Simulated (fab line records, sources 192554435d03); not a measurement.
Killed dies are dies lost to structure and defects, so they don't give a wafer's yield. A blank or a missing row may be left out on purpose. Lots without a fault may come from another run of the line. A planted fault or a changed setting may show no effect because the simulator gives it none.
Which tool did it? | flow n5_finfet | 11 lots, 33 wafers sampled, at 5 steps of a route of 1938

WHAT THE GAUGES READ, wafer by wafer
N5_BEOL_M6_THK_MEAS_01.
lot  | measured     | on            | M6_ILD_THK (nm)
L517 | day 9 02:59  | film_metro-02 | 152.2 154.1 155.8
L522 | day 10 09:14 | film_metro-01 | 155.2 156.6 157.9
L520 | day 10 09:45 | film_metro-01 | 154.1 154.3 155.3
L523 | day 10 12:40 | film_metro-01 | 151.2 154.5 154.8
L530 | day 12 00:50 | film_metro-02 | 155.3 155.7 200.4
L529 | day 12 07:28 | film_metro-01 | 153.9 199.4 203.1
L532 | day 13 05:12 | film_metro-01 | 154.6 154.2 156.0
L535 | day 13 09:34 | film_metro-02 | 153.8 153.7 156.4
L538 | day 14 04:36 | film_metro-01 | 156.7 153.4 156.4
L536 | day 14 08:07 | film_metro-01 | 154.2 152.1 156.0
L537 | day 14 12:35 | film_metro-01 | 153.0 152.6 157.9

WHICH TOOL RAN EACH LOT (tool, then ch and the chambers of the sampled wafers, then the start)
lot  | N5_BEOL_M5_ANNEAL_84         | N5_BEOL_M5_ANNEAL_51             | N5_BEOL_M5_DEP_56               | N5_BEOL_M6_ILD_DEP_00
L517 | pvd_sputter-01, day 8 23:12  | rtp_anneal-01 ch 0, day 9 01:32  | pecvd-01 ch 0,2, day 9 02:17    | pecvd-02 ch 0,1, day 9 02:25
L522 | pvd_sputter-03, day 10 05:23 | rtp_anneal-02 ch 0, day 10 07:47 | pecvd-04 ch 0,1,2, day 10 08:28 | pecvd-01 ch 0,1,2, day 10 08:36
L520 | pvd_sputter-01, day 10 05:34 | rtp_anneal-02 ch 0, day 10 08:16 | pecvd-01 ch 0,1, day 10 09:03   | pecvd-01 ch 1,2, day 10 09:11
L523 | pvd_sputter-02, day 10 08:50 | rtp_anneal-02 ch 0, day 10 11:07 | pecvd-03 ch 0,1, day 10 11:56   | pecvd-01 ch 0,2, day 10 12:05
L530 | pvd_sputter-01, day 11 20:46 | rtp_anneal-01 ch 0, day 11 23:04 | pecvd-03 ch 0,1,2, day 11 23:51 | pecvd-01 ch 0,1,2, day 11 23:59
L529 | pvd_sputter-03, day 12 03:40 | rtp_anneal-01 ch 0, day 12 05:58 | pecvd-04 ch 0,2, day 12 06:45   | pecvd-01 ch 0,1, day 12 06:53
L532 | pvd_sputter-03, day 12 23:47 | rtp_anneal-02 ch 0, day 13 03:13 | pecvd-04 ch 0,2, day 13 04:01   | pecvd-02 ch 1,2, day 13 04:09
L535 | pvd_sputter-03, day 13 05:37 | rtp_anneal-02 ch 0, day 13 07:58 | pecvd-03 ch 1,2, day 13 08:43   | pecvd-02 ch 1,2, day 13 08:50
L538 | pvd_sputter-03, day 14 00:22 | rtp_anneal-01 ch 0, day 14 03:09 | pecvd-01 ch 0,1,2, day 14 03:53 | pecvd-03 ch 0,1,2, day 14 04:01
L536 | pvd_sputter-02, day 14 04:19 | rtp_anneal-02 ch 0, day 14 06:37 | pecvd-01 ch 0,1,2, day 14 07:25 | pecvd-02 ch 0,1, day 14 07:32
L537 | pvd_sputter-02, day 14 08:44 | rtp_anneal-02 ch 0, day 14 11:02 | pecvd-04 ch 0,2, day 14 11:50   | pecvd-02 ch 1,2, day 14 11:58
- N5_BEOL_M5_ANNEAL_84: time 1800 s.
- N5_BEOL_M5_ANNEAL_51: time 90 s.
- N5_BEOL_M5_DEP_56: deposits SiCN from 3MS/NH3, target thk 8 nm, time 14 s.
- N5_BEOL_M6_ILD_DEP_00: deposits SiCOH lowk from DEMS/porogen, target thk 179.75 nm, time 33.4 s.

WHAT THE TOOLS THEMSELVES READ (means of the sampled wafers that have a number; where no wafer has one, the mark that the record gives instead)
N5_BEOL_M5_ANNEAL_84.
lot  | tool           | heater_power_w (W)
L517 | pvd_sputter-01 | 772
L522 | pvd_sputter-03 | 890
L520 | pvd_sputter-01 | 831
L523 | pvd_sputter-02 | 861
L530 | pvd_sputter-01 | 791
L529 | pvd_sputter-03 | 873
L532 | pvd_sputter-03 | 928
L535 | pvd_sputter-03 | 939
L538 | pvd_sputter-03 | 855
L536 | pvd_sputter-02 | 838
L537 | pvd_sputter-02 | 786

N5_BEOL_M5_ANNEAL_51.
lot  | tool          | anneal_temp_c_max | wafer_temp_C_max
L517 | rtp_anneal-01 | 226.2             | 225.49
L522 | rtp_anneal-02 | 226.4             | 225.88
L520 | rtp_anneal-02 | 227.0             | 226.22
L523 | rtp_anneal-02 | 226.4             | 225.97
L530 | rtp_anneal-01 | 226.4             | 225.58
L529 | rtp_anneal-01 | 226.4             | 225.54
L532 | rtp_anneal-02 | 226.9             | 225.99
L535 | rtp_anneal-02 | 226.6             | 225.65
L538 | rtp_anneal-01 | 226.3             | 225.79
L536 | rtp_anneal-02 | 226.9             | 226.14
L537 | rtp_anneal-02 | 226.6             | 225.70

N5_BEOL_M5_DEP_56.
lot  | tool     | chamber_pressure_Torr (Torr) | showerhead_plenum_p_Torr (Torr) | showerhead_vpp_V (V) | throttle_valve_pct (%)
L517 | pecvd-01 | 3.000                        | 3.662                           | 872                  | 9.4
L522 | pecvd-04 | 3.003                        | 3.660                           | 864                  | 8.9
L520 | pecvd-01 | 3.003                        | 3.664                           | 870                  | 9.5
L523 | pecvd-03 | 2.996                        | 3.687                           | 937                  | 8.7
L530 | pecvd-03 | 3.006                        | 3.672                           | 904                  | 8.7
L529 | pecvd-04 | 2.995                        | 3.660                           | 880                  | 8.6
L532 | pecvd-04 | 2.999                        | 3.671                           | 889                  | 8.7
L535 | pecvd-03 | 3.004                        | 3.661                           | 906                  | 8.1
L538 | pecvd-01 | 2.997                        | 3.668                           | 876                  | 9.5
L536 | pecvd-01 | 3.000                        | 3.663                           | 871                  | 9.3
L537 | pecvd-04 | 3.001                        | 3.662                           | 890                  | 8.9

N5_BEOL_M6_ILD_DEP_00.
lot  | tool     | chamber_pressure_Torr (Torr) | heater_power_w (W) | showerhead_plenum_p_Torr (Torr) | showerhead_vpp_V (V) | throttle_valve_pct (%)
L517 | pecvd-02 | 4.995                        | 300                | 5.744                           | 1444                 | 14.6
L522 | pecvd-01 | 5.006                        | 342                | 5.722                           | 1375                 | 14.4
L520 | pecvd-01 | 4.994                        | 323                | 5.740                           | 1367                 | 14.1
L523 | pecvd-01 | 4.999                        | 321                | 5.734                           | 1365                 | 14.2
L530 | pecvd-01 | 5.007                        | 329                | 5.739                           | 1369                 | 14.3
L529 | pecvd-01 | 4.988                        | 304                | 5.738                           | 1388                 | 14.3
L532 | pecvd-02 | 5.007                        | 263                | 5.718                           | 1391                 | 13.2
L535 | pecvd-02 | 5.003                        | 255                | 5.725                           | 1391                 | 13.3
L538 | pecvd-03 | 4.996                        | 367                | 5.742                           | 1431                 | 13.3
L536 | pecvd-02 | 4.997                        | 274                | 5.746                           | 1450                 | 14.6
L537 | pecvd-02 | 4.997                        | 278                | 5.722                           | 1423                 | 13.4

THE ANSWER, worked out from the rows above alone
Rule: what is usual is taken from the lots themselves. Put in order of their means at a reading, lots are off if they are a third of the lots or fewer, leave a main group of 4 or more, and stand apart from it by a gap of 3 or more times the standard deviation of the main group's means; of several such gaps the widest counts. A main group whose means are all the same, to the digits that the tables above print for the reading, isn't used. A lot without any number at a reading at which 4 lots or more have one is off too. The other lots that the step has rows for count as sound. The gauges are gone through in route order, then the tools' own readings, and for those a lot's mean is taken as printed above. The first step at which some lot is off is used, and at that step the reading that is off furthest; a lot without a number counts as furthest.
Off: L530, L529, at N5_BEOL_M6_THK_MEAS_01 (M6_ILD_THK). The main group: mean 154.7 nm, standard deviation 0.85.
A tool fits if, at a process step before that reading, it ran every lot that is off, and no sound lot after the first of them. The gauges at N5_BEOL_M6_THK_MEAS_01 are tried like those tools. One fits: pecvd-01 at N5_BEOL_M6_ILD_DEP_00. Its last sound lot is L523 (day 10 12:05), its first lot that is off L530 (day 11 23:59): a fault that began between those two fits.

WHAT THE SIMULATOR HAD PUT IN
Process parameter drift: pecvd-01, from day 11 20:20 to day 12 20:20, at N5_BEOL_M6_ILD_DEP_00. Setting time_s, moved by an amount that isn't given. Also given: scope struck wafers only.
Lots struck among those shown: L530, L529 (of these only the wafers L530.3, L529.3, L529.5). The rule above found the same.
